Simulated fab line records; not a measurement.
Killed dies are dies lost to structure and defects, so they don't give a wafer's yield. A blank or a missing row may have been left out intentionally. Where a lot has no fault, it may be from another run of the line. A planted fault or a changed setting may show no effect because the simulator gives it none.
fab line records | flow nandHarc | part 1 of 2: steps 1 to 4 of 6
record lots=23 wafers=69 lastDay=24
route steps=1159 shown P_M2@334 P_BONDPAD@351 A_ZERO_WELL@404
lots that met no fault: taken from a fault-free run of the same line
startH: hours from the record's opening day to when the first of the lot's shown wafers began | waitH: hours since the lot's step before | " repeats the value in the row above | L1.1+2: a row that stands for several wafers | - no value present, or no start provided | * or withheld: withheld | < > ~ a bound
route shown NAME@n: a module of which the file shows steps, and the number in the route of the first | usual: mean/standard deviation of fault-free wafers | same: alike in all rows | chamber/n: place in a boat | sites: per-site readings | _std_site: how widely they spread, as a standard deviation | _edge_site: inner sites' mean taken away from outer sites' mean | radiusMm: how far each site lies from the wafer's centre | mask NAME#n: copy n | behind: the most recent tool/chamber to have shaped the wafer | hold: the reason the lot was held/the length of the hold in hours/how it ended | device: whichever transistor did not switch (one of n, p or np) | end of line: the same wafers' tests at the end of the route | a step with no rows: only its recipe | killed: dies that structure and defects cost at the first sort, which is not the same as the wafer's yield | map: per-die view of a wafer (x killed, . not killed, _ where there is no die)
set.NAME: setting as actually run; set.NAME@STEP: the setting as run at that earlier step | model.NAME: the simulator's own value behind a step, which no gauge read
the route's steps for a sample of lots (tables are steps, rows are wafers)
services: the hour from which a tool's chamber was out of use, counted from the record's first day as startH (under 0 if before that day), plus the number of hours and why
## steps
# step NHARC_P_M2_CD_MEAS_16
# usual cdNm=170.1/0.81
# columns lot.wafer tool chamber startH waitH cdNm
L075.1 cdSem-02 - 128.20 - 169.0
L075.4 " - " " 170.0
L075.6 " - " " 168.6
L074.1 cdSem-02 - 128.88 - 169.4
L074.2 " - " " 169.2
L074.4 " - " " 169.9
L077.4 cdSem-02 - 141.42 - 170.8
L077.5 " - " " 169.3
L077.6 " - " " 170.8
L078.2 cdSem-03 - 146.30 - 170.6
L078.4 " - " " 171.5
L078.6 " - " " 169.5
L076.1 cdSem-02 - 149.93 - 169.1
L076.4 " - " " 170.4
L076.6 " - " " 170.0
L080.3 cdSem-03 - 152.99 - 171.3
L080.4 " - " " 172.5
L080.6 " - " " 169.0
L079.3 cdSem-02 - 153.79 - 170.3
L079.4 " - " " 170.5
L079.5 " - " " 171.6
L081.1 cdSem-01 - 170.28 - 170.5
L081.4 " - " " 170.6
L081.5 " - " " 170.4
L082.1 cdSem-01 - 171.69 - 170.0
L082.5 " - " " 169.5
L082.6 " - " " 171.3
L083.3 cdSem-02 - 172.26 - 169.8
L083.4 " - " " 170.2
L083.5 " - " " 169.9
L084.1 cdSem-03 - 186.54 - 171.0
L084.4 " - " " 171.2
L084.5 " - " " 171.1
L087.2 cdSem-01 - 203.65 - 170.4
L087.5 " - " " 168.3
L087.6 " - " " 171.1
L086.2 cdSem-02 - 204.58 - 170.0
L086.5 " - " " 169.9
L086.6 " - " " 170.3
L088.2 cdSem-01 - 222.24 - 168.7
L088.4 " - " " 169.9
L088.5 " - " " 170.4
L089.1 cdSem-01 - 223.20 - 170.9
L089.4 " - " " 171.1
L089.5 " - " " 170.1
L090.1 cdSem-01 - 223.80 - 170.2
L090.2 " - " " 168.7
L090.5 " - " " 170.5
L091.3 cdSem-02 - 230.14 - 170.7
L091.4 " - " " 169.8
L091.5 " - " " 168.2
L093.3 cdSem-03 - 230.49 - 170.0
L093.5 " - " " 170.9
L093.6 " - " " 169.0
L092.3 cdSem-02 - 230.73 - 169.4
L092.4 " - " " 169.9
L092.6 " - " " 169.8
L094.2 cdSem-01 - 245.58 - 169.8
L094.3 " - " " 169.2
L094.4 " - " " 168.9
L095.3 cdSem-01 - 248.37 - 169.6
L095.4 " - " " 171.4
L095.6 " - " " 169.5
L096.3 cdSem-02 - 256.03 - 169.5
L096.4 " - " " 170.6
L096.5 " - " " 169.8
L097.3 cdSem-03 - 264.43 - 169.4
L097.5 " - " " 170.0
L097.6 " - " " 169.1
# step NHARC_P_BONDPAD_DEP_00
# recipe targetThkA=2500 tempC=370 targetThkNm=250 pressureTorr=3 flowSccm=200 rfW=450 material=SiCN
# usual heaterPowerW=568/79 susceptorTempC=369.97/0.21
# columns lot.wafer tool chamber startH waitH heaterPowerW susceptorTempC
L075.1 pecvd-02 0 131.25 - 528 369.87
L075.4 " 2 " " 571 370.20
L075.6 " 0 " " 544 369.91
L074.1 pecvd-02 0 131.70 - 470 369.87
L074.2 " 2 " " 489 369.80
L074.4 " 2 " " 490 369.92
L077.6 pecvd-04 1 144.38 - 532 369.61
L077.5 " 2 " " 482 370.19
L077.4 " 0 " " 430 370.04
L078.2 pecvd-02 0 149.31 - 589 370.11
L078.6 " 0 " " 459 370.04
L078.4 " 1 " " 558 370.09
L076.1 pecvd-02 2 152.92 - 499 369.95
L076.4 " 1 " " 554 369.96
L076.6 " 2 " " 523 369.66
L080.3 pecvd-03 1 - - 647 369.92
L080.4 " 2 " " 724 369.87
L080.6 " 1 " " 665 370.24
L079.3 pecvd-04 2 - - 588 370.14
L079.5 " 2 " " 599 370.12
L079.4 " 1 " " 550 369.82
L081.1 pecvd-03 2 - - 731 370.01
L081.4 " 0 " " 657 370.31
L081.5 " 2 " " 755 369.98
L082.1 pecvd-02 0 - - 531 369.78
L082.6 " 0 " " 524 369.86
L082.5 " 1 " " 535 370.31
L083.3 pecvd-02 0 175.17 - 554 370.10
L083.5 " 0 " " 568 369.92
L083.4 " 1 " " 564 369.69
L084.1 pecvd-03 0 189.56 - 625 370.06
L084.5 " 1 " " 619 369.80
L084.4 " 0 " " 638 370.20
L087.2 pecvd-02 0 206.61 - 493 370.11
L087.5 " 2 " " 490 370.02
L087.6 " 1 " " 574 369.85
L086.2 pecvd-02 1 207.56 - 554 370.07
L086.6 " 2 " " 539 370.40
L086.5 " 0 " " 561 370.07
L088.2 pecvd-04 1 - - 538 369.68
L088.5 " 0 " " 516 369.99
L088.4 " 1 " " 557 370.07
L089.1 pecvd-02 2 226.30 - 542 369.91
L089.5 " 0 " " 566 369.99
L089.4 " 1 " " 557 369.91
L090.2 pecvd-03 2 226.65 - 769 370.00
L090.1 " 0 " " 552 369.59
L090.5 " 2 " " 783 369.73
L091.3 pecvd-03 2 233.05 - 735 370.03
L091.4 " 2 " " 742 370.07
L091.5 " 0 " " 530 370.49
L093.3 pecvd-02 2 233.51 - 534 369.75
L093.5 " 1 " " 539 369.79
L093.6 " 2 " " 517 370.36
L092.3 pecvd-04 2 233.77 - 486 370.31
L092.4 " 2 " " 503 370.12
L092.6 " 1 " " 518 370.12
L094.3 pecvd-02 2 - - 512 370.08
L094.2 " 0 " " 572 370.06
L094.4 " 1 " " 567 369.92
L095.3 pecvd-02 1 - - 576 369.85
L095.6 " 2 " " 543 369.96
L095.4 " 0 " " 463 369.92
L096.3 pecvd-03 2 - - 701 370.03
L096.5 " 1 " " 720 370.24
L096.4 " 2 " " 716 369.92
L097.3 pecvd-03 2 267.57 - 776 370.21
L097.6 " 2 " " 791 369.92
L097.5 " 1 " " 678 369.53
# step NHARC_P_BONDPAD_CMP_32
# recipe targetThkNm=200 material=SiCN
# usual motorCurrentA=12.5/1.2
# columns lot.wafer tool chamber startH waitH motorCurrentA
L075.4 cmp-01 1 131.56 - 13.2
L075.1 " 2 " " 11.9
L075.6 " 1 " " 13.4
L074.2 cmp-04 0 132.11 - 11.4
L074.4 " 2 " " 13.6
L074.1 " 3 " " 13.2
L077.4 cmp-04 1 144.68 - 12.0
L077.5 " 0 " " 12.7
L077.6 " 1 " " 11.2
L078.4 cmp-04 1 149.77 - 11.6
L078.2 " 2 " " 14.1
L078.6 " 0 " " 12.0
L076.4 cmp-02 0 153.28 - 12.8
L076.1 " 3 " " 10.5
L076.6 " 0 " " 12.8
L080.3 cmp-02 1 156.46 - 11.8
L080.4 " 3 " " 10.1
L080.6 " 0 " " 13.3
L079.4 cmp-04 2 157.20 - 14.9
L079.3 " 3 " " 13.7
L079.5 " 0 " " 12.4
L081.4 cmp-02 1 174.05 - 12.8
L081.1 " 2 " " 11.4
L081.5 " 1 " " 11.8
L082.1 cmp-04 3 175.01 - 13.3
L082.6 " 0 " " 12.5
L082.5 " 1 " " 11.1
L083.4 cmp-04 0 175.53 - 13.1
L083.3 " 1 " " 11.5
L083.5 " 1 " " 11.2
L084.1 cmp-01 0 189.87 - 11.2
L084.4 " 1 " " 13.2
L084.5 " 1 " " 12.8
L087.2 cmp-02 3 207.04 - 9.9
L087.6 " 0 " " 13.2
L087.5 " 1 " " 12.2
L086.2 cmp-04 3 207.91 - 13.2
L086.6 " 2 " " 13.9
L086.5 " 3 " " 13.5
L088.2 cmp-04 0 225.98 - 12.1
L088.4 " 2 " " 14.2
L088.5 " 1 " " 11.4
L089.1 cmp-01 0 226.62 - 10.6
L089.4 " 1 " " 13.3
L089.5 " 1 " " 13.3
L090.1 cmp-01 0 227.06 - 10.8
L090.2 " 2 " " 13.1
L090.5 " 0 " " 9.9
L091.3 cmp-01 2 233.41 - 13.1
L091.4 " 1 " " 12.9
L091.5 " 2 " " 12.9
L093.3 cmp-04 2 233.82 - 14.8
L093.5 " 2 " " 14.7
L093.6 " 3 " " 13.9
L092.3 cmp-01 1 234.19 - 12.5
L092.4 " 2 " " 13.0
L092.6 " 2 " " 12.7
L094.3 cmp-01 2 248.80 - 12.7
L094.2 " 3 " " 14.0
L094.4 " 0 " " 10.3
L095.3 cmp-04 2 251.67 - 14.9
L095.4 " 1 " " 11.1
L095.6 " 3 " " 13.5
L096.4 cmp-04 3 259.52 - 13.7
L096.3 " 0 " " 11.9
L096.5 " 2 " " 13.5
L097.3 cmp-01 0 268.00 - 10.8
L097.6 " 3 " " 12.9
L097.5 " 0 " " 10.8
# step NHARC_P_BONDPAD_DESCUM_11
# recipe timeS=3 o2FlowSccm=200 arFlowSccm=0 biasPowerW=0 chemistry=O2
# usual chamberPressureMTorr=60.00/0.056 drypumpMotorCurrentA=5.8/0.36 o2FlowSccm=199.9/0.59 oesProductAu=0.999/0.0082 rfVppV=57.8/0.93 showerheadPlenumPTorr=1.92/0.08 throttleValvePct=11.312/0.0091
# same biasPowerW=0
# columns lot.wafer tool chamber startH waitH chamberPressureMTorr drypumpMotorCurrentA o2FlowSccm oesProductAu rfHoursCounterH rfVppV showerheadPlenumPTorr throttleValvePct
L075.1 rieDiel-02 1 132.47 - 59.96 5.9 199.9 0.999 13 57.0 2.00 11.297
L075.4 " 2 " " 59.96 5.9 200.3 0.984 13 57.8 1.93 11.312
L075.6 " 2 " " 59.96 5.8 199.9 0.984 - 56.8 1.93 11.331
L074.1 rieDiel-02 0 133.14 - 59.97 5.7 199.7 0.994 14 56.9 1.79 11.327
L074.2 " 1 " " 60.09 5.8 200.6 1.000 13 58.0 2.00 11.325
L074.4 " 2 " " 60.00 5.8 199.8 0.992 13 57.3 1.93 11.306
L077.4 rieDiel-02 1 145.71 - 59.97 5.8 199.4 0.996 15 59.8 2.00 11.313
L077.6 " 2 " " 59.99 5.8 199.4 0.987 - 58.9 1.93 11.303
L077.5 " 3 " " 59.96 5.7 199.4 0.987 - 57.8 2.01 11.297
L078.2 rieDiel-07 1 150.81 - 60.01 5.7 199.1 1.006 30 55.8 1.81 11.289
L078.4 " 2 " " 60.08 5.8 200.5 0.977 33 58.3 2.01 11.307
L078.6 " 3 " " 59.96 6.4 199.3 1.005 - 57.7 1.97 11.284
L076.4 rieDiel-09 3 154.21 - 60.00 6.3 200.6 0.992 23 58.7 1.96 11.310
L076.1 " 0 " " 59.99 4.8 199.5 0.991 24 57.9 1.92 11.303
L076.6 " 0 " " 60.05 4.8 199.1 0.994 - 58.1 1.92 11.304
L080.3 rieDiel-09 3 157.34 - 60.03 6.3 200.1 0.997 23 58.3 1.96 11.321
L080.4 " 0 " " 60.00 4.8 200.5 0.982 25 57.8 1.92 11.312
L080.6 " 2 " " 60.06 6.2 199.4 1.004 - 58.6 1.97 11.305
L079.3 rieDiel-09 1 158.15 - 59.93 5.7 200.0 1.003 26 57.4 1.96 11.318
L079.4 " 2 " " 60.14 6.2 200.3 1.003 24 57.3 1.97 11.319
L079.5 " 0 " " 59.98 4.8 199.6 0.993 - 57.5 1.92 11.304
L081.4 rieDiel-02 0 174.95 - 59.99 5.7 199.5 1.012 1 57.0 1.79 11.324
L081.1 " 3 " " 59.97 5.7 200.8 1.003 1 57.5 2.00 11.323
L081.5 " 1 " " 59.93 5.9 200.6 1.007 - 58.3 2.00 11.313
L082.1 rieDiel-02 1 175.85 - 60.02 5.8 200.6 0.992 1 58.9 2.00 11.311
L082.6 " 3 " " 60.07 5.7 199.5 0.989 - 55.5 2.00 11.310
L082.5 " 0 " " 59.92 5.7 200.7 1.004 - 55.9 1.79 11.303
L083.4 rieDiel-02 0 176.56 - 59.84 5.7 200.5 1.009 1 58.0 1.79 11.322
L083.3 " 1 " " 59.96 5.8 199.9 1.003 2 58.3 2.00 11.301
L083.5 " 0 " " 60.01 5.7 200.4 1.006 - 56.3 1.79 11.312
L084.1 rieDiel-02 2 190.90 - 60.01 5.8 199.6 0.985 2 58.9 1.93 11.319
L084.4 " 1 " " 60.02 5.8 200.8 0.991 2 58.8 2.00 11.311
L084.5 " 3 " " 60.04 5.7 199.8 1.003 - 58.1 2.00 11.297
L087.2 rieDiel-07 1 208.05 - 60.02 5.8 200.9 1.003 48 57.1 1.81 11.334
L087.6 " 1 " " 60.01 5.7 199.8 1.004 - 56.7 1.81 11.318
L087.5 " 2 " " 59.95 5.7 199.6 0.989 - 60.6 2.01 11.317
L086.2 rieDiel-02 2 208.83 - 60.01 5.8 199.4 0.997 5 56.9 1.93 11.317
L086.6 " 3 " " 59.99 5.7 199.6 0.995 - 56.8 2.00 11.303
L086.5 " 0 " " 60.07 5.7 200.1 1.014 - 56.5 1.79 11.318
L088.4 rieDiel-02 3 227.00 - 59.95 5.7 200.0 1.012 7 58.5 2.00 11.322
L088.2 " 0 " " 60.01 5.7 200.1 1.007 6 57.4 1.79 11.312
L088.5 " 0 " " 60.06 5.7 200.0 1.011 - 57.1 1.79 11.315
L089.1 rieDiel-07 0 227.65 - 59.94 6.5 200.3 0.986 57 58.1 1.84 11.328
L089.4 " 1 " " 60.05 5.7 199.2 1.003 55 57.3 1.81 11.308
L089.5 " 0 " " 59.99 6.5 199.6 0.989 - 57.1 1.84 11.312
L090.1 rieDiel-09 3 228.09 - 60.03 6.4 198.7 0.999 48 59.6 1.95 11.322
L090.2 " 0 " " 59.93 4.8 199.8 1.005 51 58.7 1.91 11.306
L090.5 " 3 " " 59.96 6.3 199.0 1.001 - 58.7 1.95 11.314
L091.3 rieDiel-02 1 234.34 - 60.01 5.8 200.3 0.990 7 56.3 2.00 11.313
L091.4 " 3 " " 60.03 5.7 199.3 0.993 7 58.3 2.00 11.317
L091.5 " 0 " " 60.06 5.7 198.6 1.017 - 56.1 1.79 11.313
L093.3 rieDiel-02 2 234.89 - 59.95 5.8 199.4 1.002 7 56.9 1.93 11.301
L093.6 " 3 " " 59.95 5.7 200.3 0.996 - 57.0 2.00 11.317
L093.5 " 0 " " 60.10 5.7 199.9 1.011 - 57.5 1.79 11.314
L092.4 rieDiel-02 1 235.24 - 60.10 5.8 198.7 0.999 7 57.3 2.00 11.305
L092.3 " 3 " " 59.92 5.7 199.8 1.001 8 57.9 2.00 11.312
L092.6 " 0 " " 60.14 5.7 199.8 1.011 - 58.1 1.79 11.322
L094.4 rieDiel-09 3 249.82 - 60.00 6.3 199.7 0.992 57 59.2 1.95 11.325
L094.2 " 0 " " 59.98 4.8 200.1 0.998 60 57.3 1.91 11.309
L094.3 " 2 " " 60.06 6.2 200.2 0.996 55 57.9 1.96 11.321
L095.4 rieDiel-02 0 252.72 - 60.01 5.7 201.0 1.003 9 56.6 1.79 11.314
L095.3 " 1 " " 59.97 5.9 199.2 0.988 8 57.8 2.00 11.308
L095.6 " 0 " " 59.96 5.7 199.9 1.008 - 56.2 1.79 11.322
L096.3 rieDiel-07 3 260.54 - 60.00 6.3 200.0 1.003 10 57.2 1.96 11.324
L096.4 " 0 " " 60.06 6.6 198.6 1.009 10 58.4 1.84 11.301
L096.5 " 3 " " 60.02 6.4 200.6 1.010 - 59.0 1.96 11.314
L097.3 rieDiel-02 0 268.90 - 60.02 5.7 199.2 1.010 10 57.4 1.79 11.310
L097.6 " 2 " " 60.06 5.7 200.3 1.000 - 56.4 1.93 11.320
L097.5 " 3 " " 59.91 5.7 199.7 1.000 - 58.3 2.00 11.302
